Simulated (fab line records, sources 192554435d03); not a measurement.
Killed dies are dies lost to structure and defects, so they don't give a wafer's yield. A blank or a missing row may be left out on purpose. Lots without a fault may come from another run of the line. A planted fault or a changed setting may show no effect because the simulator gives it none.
fab line records | flow n5_finfet
record lots=6 wafers=18 last_day=16
route steps=1938 shown BEOL_M12@1606
lots that met no fault: from a run of the same line without faults
start_h: hours from the record's first day to the start of the lot's first wafer shown | wait_h: hours since the lot's step before | " the same as in the row above | L1.1+2: a row that stands for several wafers | - no value, or no start given | * or withheld: withheld | < > ~ a bound
route shown NAME@n: a module of which the file shows steps, and the number in the route of the first | usual: mean/standard deviation of fault-free wafers | same: alike in all rows | chamber/n: place in a boat | sites: the reading at each site | _std_site: their standard deviation | _edge_site: outer sites' mean less inner sites' | radius_mm: how far each site lies from the wafer's centre | mask NAME#n: copy n | behind: the tool/chamber that last shaped the wafer | hold: why the lot was held/for how many hours/how that ended | device: the transistor (n, p or np) that didn't switch | end of line: the same wafers' tests at the end of the route | a step without rows: its recipe alone | killed: dies lost to structure and defects at the first sort, not the wafer's yield | map: a wafer's dies, x killed, . not, _ none there
set.NAME: the setting as run; set.NAME@STEP: as run at that earlier step | model.NAME: the simulator's own value behind a step, which no gauge read
lots at some steps of the route; a table a step, a row a wafer
services: from which hour (start_h, from the record's first day; less than 0 if before it) a tool's chamber was out of use, for how many hours, and why
## steps
# step N5_BEOL_M12_EBR_06
# recipe solvent=PGMEA ebr_width_mm=1.5
# step N5_BEOL_M12_SOFTBAKE_05
# recipe temp_c=130 time_s=60
# step N5_BEOL_M12_EXPOSE_07
# recipe mask_id=V11 na=0.93 source_shape=conventional sigma_outer=0.6 polarization=unpolarized attpsm_phase_deg=180 dose_mj=32.5
# step N5_BEOL_M12_PEB_08
# recipe peb_temp_c=130 peb_time_s=90
# step N5_BEOL_M12_DEVELOP_09
# recipe develop_time_s=45 rinse_liquid=diw dry=air_spin dev_temp_c=21
# step N5_BEOL_M12_HARDBAKE_14
# recipe temp_c=130 time_s=120
# step N5_BEOL_M12_CD_MEAS_10
# recipe target_cd_nm=140 landing_energy_ev=500 detector=se_inlens polarity=opening
# usual cd_nm=140.3/1.4
# same landing_energy_ev=500
# columns lot.wafer tool chamber start_h wait_h cd_nm
L344.1 cd_sem-01 0 248.91 - 141.6
L344.2 " 0 " " 141.2
L344.5 " 0 " " 139.3
L345.1 cd_sem-02 0 258.75 - 139.1
L345.2 " 0 " " 140.5
L345.3 " 0 " " 139.4
L346.1 cd_sem-01 0 271.02 - 139.7
L346.2 " 0 " " 139.5
L346.3 " 0 " " 139.8
L349.1 cd_sem-02 0 274.37 - 143.1
L349.2 " 0 " " 140.1
L349.4 " 0 " " 139.6
L359.2 cd_sem-02 0 336.44 - 138.1
L359.3 " 0 " " 137.8
L359.5 " 0 " " 141.0
L357.1 cd_sem-03 0 342.84 - 141.2
L357.4 " 0 " " 138.7
L357.5 " 0 " " 140.1
# step N5_BEOL_M12_OVL_MEAS_11
# recipe points_per_wafer=44
# usual V11_OVL=4/4.8
# columns lot.wafer tool chamber start_h wait_h V11_OVL[nm]
L344.1 overlay-01 0 248.94 0.0 3
L344.2 " 0 " " 0
L344.5 " 0 " " 7
L345.1 overlay-01 0 258.78 0.0 7
L345.2 " 0 " " 3
L345.3 " 0 " " 6
L346.1 overlay-01 0 271.05 0.0 5
L346.2 " 0 " " 7
L346.3 " 0 " " 6
L349.1 overlay-02 0 274.40 0.0 0
L349.2 " 0 " " 8
L349.4 " 0 " " 7
L359.2 overlay-01 0 336.47 0.0 1
L359.3 " 0 " " 6
L359.5 " 0 " " 5
L357.1 overlay-01 0 342.87 0.0 9
L357.4 " 0 " " 6
L357.5 " 0 " " 9
# step N5_BEOL_M12_INSPECT_12
# recipe mode=adi inspect_instrument=macro
# usual raw_defect_count=2.1/1.5
# columns lot.wafer tool chamber start_h wait_h raw_defect_count
L344.1 defect_inspect-01 - 248.96 0.0 6
L344.2 " - " " 0
L344.5 " - " " 1
L345.1 defect_inspect-01 - 258.80 0.0 2
L345.2 " - " " 2
L345.3 " - " " 1
L346.1 defect_inspect-02 - 271.07 0.0 7
L346.2 " - " " 1
L346.3 " - " " 2
L349.1 defect_inspect-02 - 274.43 0.0 3
L349.2 " - " " 4
L349.4 " - " " 3
L359.2 defect_inspect-02 - 336.49 0.0 3
L359.3 " - " " 1
L359.5 " - " " 1
L357.1 defect_inspect-02 - 342.89 0.0 5
L357.4 " - " " 1
L357.5 " - " " 1
# step N5_BEOL_M12_DESCUM_15
# recipe chemistry=O2 time_s=7.9 source_power_w=50 bias_power_w=20 pressure_mtorr=20 rf_frequency_hz=2.712e+07 temp_c=40 o2_flow_sccm=225
# usual bias_power_w=19.99/0.063 chamber_pressure_mTorr=20.002/0.019 drypump_motor_current_A=5.7/0.43 oes_product_au=0.79/0.1 rf_vpp_V=242.3/0.96 showerhead_plenum_p_Torr=2.047/0.029 throttle_valve_pct=20.43/0.24
# columns lot.wafer tool chamber start_h wait_h bias_power_w chamber_pressure_mTorr drypump_motor_current_A oes_product_au rf_hours_counter_h rf_vpp_V showerhead_plenum_p_Torr throttle_valve_pct
L344.1 rie_diel-05 2 249.00 0.0 19.92 20.029 5.1 0.70 205 243.0 1.985 20.57
L344.2 " 1 " " 19.93 20.005 6.0 0.90 19 244.1 2.052 20.12
L344.5 " 0 " " 19.99 20.029 5.1 0.99 - 242.7 2.069 20.11
L345.1 rie_diel-05 0 258.84 0.0 19.98 20.002 5.1 0.96 5 242.7 2.067 20.13
L345.2 " 2 " " 20.02 19.992 5.2 0.69 208 241.7 1.985 20.55
L345.3 " 1 " " 19.99 20.025 6.0 0.91 21 242.4 2.052 20.14
L346.1 rie_diel-02 0 271.11 0.0 20.00 20.004 5.6 0.75 142 241.3 2.015 20.50
L346.2 " 3 " " 20.06 20.007 6.1 0.74 148 243.8 2.095 20.36
L346.3 " 1 " " 19.85 19.991 6.1 0.70 193 241.1 2.084 20.32
L349.1 rie_diel-01 2 274.46 0.0 19.99 20.027 5.7 0.88 46 242.0 2.040 20.48
L349.2 " 3 " " 20.11 20.001 4.8 0.70 235 242.7 2.057 20.64
L349.4 " 1 " " 19.98 20.006 5.7 0.97 7 242.0 2.058 20.23
L359.2 rie_diel-02 1 336.54 0.0 20.08 19.985 6.1 0.68 217 242.4 2.076 20.34
L359.3 " 3 " " 19.95 20.006 6.0 0.71 171 243.1 2.087 20.40
L359.5 " 1 " " 20.00 19.978 6.1 0.69 - 243.1 2.076 20.34
L357.1 rie_diel-05 3 343.11 0.2 19.97 19.985 5.7 0.96 9 241.4 2.055 20.57
L357.4 " 1 " " 19.99 20.005 6.0 0.85 52 240.2 2.042 20.19
L357.5 " 0 " " 20.02 20.004 5.1 0.88 - 242.1 2.057 20.16
# step N5_BEOL_M12_ETCH_59
# recipe chemistry=N2/H2 target=BARC target_depth_a=890 overetch_a=267 time_s=67.9 ion_energy_ev=200 pressure_mtorr=30 source_w=840 bias_w=150 n2_flow_sccm=200 h2_flow_sccm=200
# usual chamber_pressure_mTorr=29.999/0.026 drypump_motor_current_A=5.7/0.43 oes_product_au=0.68/0.083 rf_vpp_V=522.3/1.2 showerhead_plenum_p_Torr=2.49/0.036 throttle_valve_pct=17.86/0.26
# columns lot.wafer tool chamber start_h wait_h chamber_pressure_mTorr drypump_motor_current_A oes_product_au rf_hours_counter_h rf_vpp_V showerhead_plenum_p_Torr throttle_valve_pct
L344.1 rie_diel-05 2 249.03 0.0 29.987 5.2 0.60 205 520.0 2.42 18.06
L344.2 " 1 " " 30.004 6.0 0.77 19 522.0 2.48 17.44
L344.5 " 0 " " 30.002 5.1 0.82 - 522.2 2.51 17.51
L345.1 rie_diel-05 0 258.87 0.0 30.025 5.1 0.81 5 524.1 2.50 17.51
L345.2 " 2 " " 30.021 5.2 0.60 208 520.5 2.42 18.06
L345.3 " 1 " " 30.030 6.0 0.76 21 522.8 2.48 17.45
L346.1 rie_diel-02 0 271.14 0.0 29.941 5.6 0.64 142 519.8 2.44 17.87
L346.2 " 3 " " 29.992 6.1 0.63 148 523.5 2.55 17.82
L346.3 " 1 " " 30.000 6.1 0.60 193 521.8 2.54 17.80
L349.1 rie_diel-01 2 274.50 0.0 29.964 5.7 0.75 46 522.1 2.48 17.85
L349.2 " 3 " " 30.012 4.8 0.61 235 524.0 2.51 18.20
L349.4 " 1 " " 30.046 5.7 0.82 7 522.9 2.50 17.63
L359.2 rie_diel-02 1 336.57 0.0 30.023 6.1 0.58 217 523.5 2.53 17.84
L359.3 " 3 " " 29.982 6.1 0.62 171 522.9 2.54 17.85
L359.5 " 1 " " 29.964 6.1 0.58 - 523.0 2.53 17.83
L357.1 rie_diel-05 3 343.15 0.0 30.000 5.7 0.81 9 521.3 2.49 17.89
L357.4 " 1 " " 29.986 6.0 0.72 52 522.3 2.47 17.51
L357.5 " 0 " " 30.014 5.1 0.75 - 520.9 2.49 17.56
# step N5_BEOL_M12_VIA_ETCH_16
# recipe chemistry=C4F8/O2/Ar target=SiOC pressure_mtorr=30 source_w=3000 bias_w=700 Ar_flow_sccm=400 C4F8_flow_sccm=15 O2_flow_sccm=8 he_inner_torr=15 he_outer_torr=30 target_depth_a=7248 time_s=withheld ion_energy_ev=250 ends=cleared
# usual chamber_pressure_mTorr=30.003/0.028 drypump_motor_current_A=5.7/0.43 oes_product_au=0.72/0.093 rf_vpp_V=663.5/1.5 showerhead_plenum_p_Torr=3.35/0.045 throttle_valve_pct=24.18/0.27
# columns lot.wafer tool chamber start_h wait_h chamber_pressure_mTorr drypump_motor_current_A oes_product_au rf_vpp_V showerhead_plenum_p_Torr throttle_valve_pct
L344.1 rie_diel-05 2 249.08 0.0 30.023 5.1 0.63 662.0 3.25 24.27
L344.2 " 1 " " 29.931 6.0 0.82 664.0 3.36 23.91
L344.5 " 0 " " 30.027 5.1 0.89 664.1 3.36 23.82
L345.1 rie_diel-05 0 258.92 0.0 29.994 5.1 0.87 663.4 3.36 23.82
L345.2 " 2 " " 29.965 5.2 0.63 661.2 3.25 24.26
L345.3 " 1 " " 30.044 6.0 0.82 664.9 3.35 23.90
L346.1 rie_diel-02 0 271.19 0.0 30.051 5.6 0.68 662.8 3.30 24.26
L346.2 " 3 " " 30.018 6.1 0.66 665.2 3.42 24.15
L346.3 " 1 " " 29.999 6.1 0.63 664.3 3.39 24.00
L349.1 rie_diel-01 2 274.55 0.0 29.991 5.7 0.81 664.0 3.34 24.29
L349.2 " 3 " " 30.014 4.8 0.63 665.6 3.37 24.43
L349.4 " 1 " " 30.032 5.7 0.88 663.1 3.35 23.92
L359.2 rie_diel-02 1 336.62 0.0 30.018 6.1 0.60 664.8 3.38 24.02
L359.3 " 3 " " 29.986 6.1 0.65 665.5 3.41 24.15
L359.5 " 1 " " 29.992 6.2 0.61 662.6 3.38 24.01
L357.1 rie_diel-05 3 343.20 0.0 30.008 5.7 0.86 664.1 3.36 24.34
L357.4 " 1 " " 30.040 6.0 0.76 664.8 3.34 23.95
L357.5 " 0 " " 29.969 5.1 0.79 664.2 3.34 23.87
# step N5_BEOL_M12_STRIP_63
# recipe chemistry=N2/H2 power_w=1000 temp_c=250 h2_frac=0.65 overash_fraction=0.3 pressure_mtorr=1000 n2_flow_sccm=1750 h2_flow_sccm=3250
# usual chamber_pressure_mTorr=1000.0/0.91 drypump_motor_current_A=5.8/0.42 heater_power_w=340/37 oes_product_au=0.693/0.0047 strip_time_to_endpoint_s=42.8/0.86
# columns lot.wafer tool chamber start_h wait_h chamber_pressure_mTorr drypump_motor_current_A heater_power_w oes_product_au rf_hours_counter_h strip_time_to_endpoint_s model.coat_of_BEOL_M12_COAT_04.thk_nm
L344.1 plasma_asher-02 1 249.28 - 1000.0 5.2 288 0.699 69 43.8 0
L344.2 " 0 " " 1000.0 5.4 335 0.701 69 43.6 0
L344.5 " 0 " " 998.7 5.4 339 0.683 - 42.5 0
L345.1 plasma_asher-01 0 259.12 - 1000.4 6.3 312 0.688 117 42.7 0
L345.2 " 1 " " 997.2 5.6 390 0.697 117 43.0 0
L345.3 " 0 " " 999.9 6.3 327 0.699 - 42.1 0
L346.1 plasma_asher-01 1 271.39 - - - - - - - 123.2
L346.2 " 0 " " - - - - - - 126.8
L346.3 " 0 " " - - - - - - 125.8
L349.1 plasma_asher-01 1 274.75 - - - - - - - 123.4
L349.2 " 0 " " - - - - - - 123.8
L349.4 " 1 " " - - - - - - 120
L359.2 plasma_asher-01 1 337.01 - 999.7 5.6 390 0.692 134 42.5 0
L359.3 " 0 " " 998.3 6.4 316 0.693 - 42.1 0
L359.5 " 1 " " 1000.6 5.6 388 0.685 - 41.9 0
L357.1 plasma_asher-01 1 343.40 - 1000.2 5.6 384 0.697 136 43.2 0
L357.4 " 0 " " 999.5 6.3 326 0.698 - 42.0 0
L357.5 " 1 " " 997.7 5.6 391 0.696 - 41.8 0
# step N5_BEOL_M12_STRIP_64
# recipe chemistry=N2/H2 power_w=1000 temp_c=250 h2_frac=0.65 overash_fraction=0.3 pressure_mtorr=withheld n2_flow_sccm=1750 h2_flow_sccm=3250
# usual drypump_motor_current_A=5.8/0.41 h2_flow_sccm=3251/9.4 heater_power_w=340/37 oes_product_au=0.715/0.0045 strip_time_to_endpoint_s=31.32/0.076
# columns lot.wafer tool chamber start_h wait_h drypump_motor_current_A h2_flow_sccm heater_power_w oes_product_au rf_hours_counter_h strip_time_to_endpoint_s
L344.1 plasma_asher-02 1 249.34 0.0 5.3 3234 296 0.720 69 31.21
L344.2 " 0 " " 5.4 3253 342 0.716 69 31.26
L344.5 " 0 " " 5.4 3250 335 0.722 - 31.31
L345.1 plasma_asher-01 0 259.18 0.0 6.3 3244 317 0.714 118 31.38
L345.2 " 1 " " 5.6 3261 384 0.712 118 31.31
L345.3 " 0 " " 6.3 3244 325 0.713 - 31.32
L346.1 plasma_asher-01 1 271.45 0.0 5.6 3239 387 0.813 120 65.85
L346.2 " 0 " " 6.3 3252 319 0.817 120 66.73
L346.3 " 0 " " 6.3 3246 317 0.816 - 66.45
L349.1 plasma_asher-01 1 274.81 0.0 5.6 3251 383 0.804 121 65.74
L349.2 " 0 " " 6.3 3255 319 0.809 121 65.73
L349.4 " 1 " " 5.6 3238 384 0.804 - 64.88
L359.2 plasma_asher-01 1 337.07 0.0 5.6 3257 381 0.710 134 31.23
L359.3 " 0 " " 6.3 3250 320 0.717 - 31.32
L359.5 " 1 " " 5.6 3265 386 0.709 - 31.30
L357.1 plasma_asher-01 1 343.46 0.0 5.6 3246 382 0.709 136 31.28
L357.4 " 0 " " 6.3 3256 321 0.714 - 31.37
L357.5 " 1 " " 5.6 3250 381 0.711 - 31.32
# step N5_BEOL_M12_STRIP_71
# recipe chemistry=post_etch_residue_remover time_s=60 temp_c=25 remover_ph=withheld remover_water_wt_pct=withheld remover_fluoride_wt_pct=withheld
## services
# columns tool chamber start_h hours kind
rie_diel-01 1 226.12 7.0 repair
rie_diel-01 1 233.20 - clean
rie_diel-01 1 233.20 - consumable_replace:focus_ring
rie_diel-01 1 233.20 23.2 scheduled_down
rie_diel-01 1 233.20 23.2 vent_cycle
rie_diel-05 3 265.74 - clean
rie_diel-05 3 265.74 - consumable_replace:focus_ring
rie_diel-05 3 265.74 15.5 scheduled_down
rie_diel-05 3 265.74 15.5 vent_cycle
rie_diel-05 - 271.96 10.0 pm
rie_diel-05 3 292.57 28.2 repair
rie_diel-01 3 306.54 - clean
rie_diel-01 3 306.54 - consumable_replace:focus_ring
rie_diel-01 3 306.54 32.1 scheduled_down
rie_diel-01 3 306.54 32.1 vent_cycle
rie_diel-05 - 311.93 2.8 pm
plasma_asher-01 - 312.49 4.4 repair
rie_diel-05 3 321.20 7.7 repair
plasma_asher-02 - 324.69 9.6 repair
rie_diel-01 3 343.36 5.8 repair
## key
first_sign step=N5_BEOL_M12_STRIP_63 reading=tool_record direction=missing
effect step=N5_BEOL_M12_STRIP_64 reading=strip_time_to_endpoint_s direction=up sigmas=99+ usual=* struck=*
model_effect step=N5_BEOL_M12_STRIP_63 value=coat_of_BEOL_M12_COAT_04.thk_nm without=0 struck=123.8
met_at N5_BEOL_M12_STRIP_63
struck_wafers L346.1,L346.2,L346.3,L349.1,L349.2,L349.4
onset_between 259.12 271.39
fault kind=skipped_step_whole tool=plasma_asher-01 chamber=- onset_h=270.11 steps=N5_BEOL_M12_STRIP_63 scope=struck_lots_only
